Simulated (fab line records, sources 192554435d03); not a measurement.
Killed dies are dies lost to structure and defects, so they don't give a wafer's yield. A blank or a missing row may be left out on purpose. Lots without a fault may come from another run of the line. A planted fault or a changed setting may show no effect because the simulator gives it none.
A struck lot beside a sound one | flow n5_finfet | 38 steps out of a route of 1938
Sound: wafers L575.1, L575.4, L575.5. Struck: wafers L563.3, L563.4. (L563.5 of the same lot was not struck and is left out.) The cause comes at the end.
At each step with rows: each side's tool, then ch and its chambers, then its first start. Under that, the readings that differ: sound wafers | struck wafers | difference of the means | sigmas: that difference in standard deviations of wafers without a fault.
alike: readings whose means differ by less than 2 such deviations, and words and numbers that are the same on both sides. not compared: withheld readings, readings that some wafer has no value for, bounds like >300 that may hide the same value, and numbers for which the record gives no deviation and whose values overlap.
The two part at a step that has a row with sigmas, a row that says differs or no value, or rows on one side only. Numbers that don't overlap but have no deviation are shown without sigmas and don't part them. A reading that every wafer of one side lacks parts them only if that side has two wafers or more.

first, 9 steps without rows for these wafers: N5_BEOL_M9_DESCUM_33 (chemistry O2, time 7 s); N5_BEOL_M9_ETCH_76 (etches underlayer in N2/H2, target depth 6.5 nm, time 5.2 s); N5_BEOL_M9_ETCH_65 (etches SiARC in CF4, target depth 15.6 nm, time 26 s); N5_BEOL_M9_ETCH_66 (etches SOC in N2/H2, target depth 80 nm, overetch 16 nm, time 120 s); N5_BEOL_M9_STRIP_69 (strips in N2/H2); N5_BEOL_M9_STRIP_77 (strips in N2/H2); N5_BEOL_M9_VIA_ETCH_34 (etches SiCOH lowk in C4F6/O2, target depth 182.4 nm, time 68.4 s); N5_BEOL_M9_STRIP_73 (strips in C4F6/O2); N5_BEOL_M9_STRIP_36 (strips in N2/H2).
N5_BEOL_M9_TRENCH_ETCH_37: etches SiCOH lowk in C4F6/O2, target depth 151.43 nm, time 49 s.
  sound on rie_diel-03 ch 0,2,3, day 14 20:26; struck on rie_diel-03 ch 0,1, day 11 18:19
  reading                                    | sound           | struck      | difference | sigmas
  run_length_s (s)                           | 72.0 72.9 72.9  | 88.6 88.4   | +15.9      | +44
  model.etch.depth_nm (nm)                   | 148.2 150 150.6 | 191.6 197.6 | +45.0      |
  model.BEOL_M9.feature_depth_nm (nm)        | 148.2 150 150.6 | 191.6 197.6 | +45.0      |
  model.TiN_of_BEOL_M9_HM_DEP_02.thk_nm (nm) | 16 16.2 15.8    | 14.6 14.8   | -1.3       |
  alike: bias_w, drypump_motor_current_A, oes_product_au, rf_fwd_power_W, rf_vpp_V, showerhead_plenum_p_Torr, throttle_valve_pct
  not compared: rf_hours_counter_h
then, 2 steps without rows for these wafers: N5_BEOL_M9_ETCH_41 (etches SiCN in CH3F/O2, target depth 36.6 nm, time 70.1 s); N5_BEOL_M9_STRIP_80 (strips in N2/H2, time 10 s).
N5_BEOL_M9_OCD_MEAS_38:
  sound on ocd-02, day 14 20:37; struck on ocd-02, day 11 18:29
  reading              | sound             | struck      | difference | sigmas
  trench_depth_nm (nm) | 148.0 149.7 150.6 | 191.3 197.8 | +45.1      | +17
then, 13 steps without rows for these wafers: N5_BEOL_M9_HM_STRIP_39 (strips TiN in peroxide tin strip, target depth 25 nm, time 158 s); N5_BEOL_M9_SRD_40 (time 30 s); N5_BEOL_M9_PRECLEAN_42 (cleans in residue remover, time 60 s); N5_BEOL_M9_SRD_43 (time 30 s); N5_BEOL_M9_CURE_72 (cures SiCOH lowk, time 120 s); N5_BEOL_M9_DEGAS_44 (time 60 s); N5_BEOL_M9_PRE_CLEAN_45 (time 30 s); N5_BEOL_M9_ALD_74 (deposits TaN, target thk 2 nm, pulse time 2 s, purge time 3 s); N5_BEOL_M9_SURFACE_TREAT_79; N5_BEOL_M9_CVD_78 (deposits Co from CCTBA/H2, target thk 2 nm, time 138.9 s); N5_BEOL_M9_SPUTTER_48 (material Cu, target thk 12 nm, time 2 s); N5_BEOL_M9_ECD_50 (material Cu, target thk 318 nm); N5_BEOL_M9_ANNEAL_51 (time 90 s).
N5_BEOL_M9_CMP_52: polishes, stops on SiCOH lowk, t overpolish 7 s, target thk 140 nm.
  sound on cmp-02 ch 0,1, day 15 00:28; struck on cmp-02 ch 1,2, day 11 20:38
  reading                                | sound           | struck      | difference | sigmas
  model.Cu_of_BEOL_M9_ECD_50.thk_nm (nm) | 135.2 137 138.2 | 179.8 186.4 | +46.3      |
  alike: motor_current_A
N5_BEOL_M9_THK_MEAS_53: measures by xrf.
  sound on film_metro-01, day 15 00:45; struck on film_metro-02, day 11 20:56
  reading     | sound             | struck      | difference | sigmas
  M9_THK (nm) | 133.9 135.3 135.6 | 176.0 182.9 | +44.5      | +15
then, 2 steps without rows for these wafers: N5_BEOL_M9_PRE_CLEAN_55 (time 15 s); N5_BEOL_M9_DEP_56 (deposits SiCN from 3MS/NH3, target thk 15 nm, time 26.5 s).
N5_BEOL_M9_RS_MEAS_57: measures by four-point-probe.
  sound on film_metro-02, day 15 00:53; struck on film_metro-01, day 11 21:04
  reading        | sound             | struck      | difference | sigmas
  M9_RS (ohm/sq) | 0.157 0.155 0.153 | 0.115 0.110 | -0.042     | -12
then, 5 steps without rows for these wafers: N5_BEOL_M10_ILD_DEP_00 (deposits SiCOH lowk from DEMS/porogen, target thk 308.51 nm, time 58 s); N5_BEOL_M10_CURE_71 (cures SiCOH lowk, time 240 s); N5_BEOL_M10_PECVD_70 (deposits SiO2 from TEOS/O2, target thk 20 nm, time 22.7 s); N5_BEOL_M10_HM_DEP_02 (deposits TiN, target thk 20 nm); N5_BEOL_M10_COAT_59 (time 60 s, resist thk 100 nm).
N5_BEOL_M15_RC_MEAS_101:
  sound on prober-01 ch 0, day 17 04:00; struck on prober-01 ch 0, day 13 16:29
  reading                   | sound          | struck    | difference | sigmas
  SERP_M9 (ohm/um)          | 3.19 3.13 3.13 | 2.37 2.26 | -0.83      | -11
  SERP_M9_max_site (ohm/um) | 3.22 3.19 3.17 | 2.37 2.32 | -0.85      | -10
  alike: COMB_M10, COMB_M11, COMB_M12, COMB_M13, COMB_M14, COMB_M15, COMB_M5, COMB_M6, COMB_M6_max_site, COMB_M7, COMB_M8, COMB_M8_max_site, SERP_M10, SERP_M11, SERP_M12, SERP_M12_max_site, SERP_M13, SERP_M14, SERP_M5, SERP_M6, SERP_M7, SERP_M8
N5_PASSIVATION_PROBE_49:
  sound on prober-01, day 17 18:22; struck on prober-02, day 14 06:01
  alike: defect_limited_yield, killed_at_M0_to_M3, killed_at_M4_up, killed_at_contacts, killed_at_front_end, killed_at_other, killed_dies, killed_on_rim, killed_open, killed_short, sort_bin_5_function, sort_bin_6_memory, sort_n_pass, sort_yield_pct

WHERE THEY PART
First at N5_BEOL_M9_TRENCH_ETCH_37; last, within this record, at N5_BEOL_M15_RC_MEAS_101. Later steps at which nothing parts them and some readings are alike: N5_PASSIVATION_PROBE_49.

WHY: what the simulator had put in
Process parameter drift: rie_diel-03, from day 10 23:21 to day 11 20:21, at N5_BEOL_M9_TRENCH_ETCH_37. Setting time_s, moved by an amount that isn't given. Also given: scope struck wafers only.
